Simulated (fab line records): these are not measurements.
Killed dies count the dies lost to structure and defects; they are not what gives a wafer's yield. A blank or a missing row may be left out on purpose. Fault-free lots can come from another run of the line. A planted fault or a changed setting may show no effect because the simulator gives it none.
Chamber matching ; flow n5Finfet ; 4 sister chambers for N5_BEOL_M6_ETCH_66 on rieDiel-04
The step etches SOC in N2/H2, target depth 80 nm, overetch 16 nm, time 120 s. 16 wafers are shown with their chamber, then 8 later ones without.

## WAFERS WITH THEIR CHAMBER
wafer;chamber;showerheadPlenumPTorr (Torr);drypumpMotorCurrentA (A);throttleValvePct (%)
L082.1;3;2.61;5.1;17.38
L082.2;0;2.59;6.1;17.48
L082.3;2;2.57;5.7;17.64
L084.2;1;2.73;5.6;17.70
L084.3;0;2.59;6.0;17.49
L084.4;3;2.61;5.1;17.37
L086.1;3;2.61;5.0;17.39
L086.2;2;2.57;5.7;17.67
L086.6;3;2.61;5.0;17.38
L088.2;0;2.58;6.1;17.49
L088.5;2;2.57;5.7;17.66
L088.6;3;2.61;5.0;17.40
L087.1;1;2.72;5.6;17.73
L087.2;2;2.57;5.7;17.68
L087.4;3;2.61;5.0;17.38
L089.1;0;2.58;6.0;17.51

SIGNATURES (averages over the wafers above)
reading;chamber 0;chamber 1;chamber 2;chamber 3;scatter within a chamber
showerheadPlenumPTorr;2.5850;2.7250;2.5700;2.6100;0.00354
drypumpMotorCurrentA;6.050;5.600;5.700;5.033;0.0441
throttleValvePct;17.4925;17.7150;17.6625;17.3833;0.0139
Rule: a wafer lies at a distance from a chamber equal to the root of the sum of squares, over the readings, of (its reading less the chamber's mean, divided by the reading's scatter). The wafer belongs to the nearest chamber; if the next one is less than 2 further off, it can't be placed. How the scatter is found: for the shown wafers, subtract from each reading the mean of its chamber, square and add these, divide the total by (wafers less chambers), then take the root.

## WAFERS WITHOUT THEIR CHAMBER
wafer;showerheadPlenumPTorr (Torr);drypumpMotorCurrentA (A);throttleValvePct (%)
L089.4;2.72;5.6;17.73
L089.6;2.72;5.6;17.74
L091.2;2.58;6.0;17.52
L091.4;2.56;5.7;17.69
L091.6;2.60;5.1;17.42
L095.1;2.71;5.6;17.76
L095.2;2.56;5.7;17.70
L095.5;2.60;5.1;17.43

## EACH ONE'S CHAMBER
wafer;from the rows above;in truth
L089.4;1;1
L089.6;1;1
L091.2;0;0
L091.4;2;2
L091.6;3;3
L095.1;1;1
L095.2;2;2
L095.5;3;3
Placed correctly: 8 of 8. Number that these rows cannot place: 0. Number placed wrongly: 0.
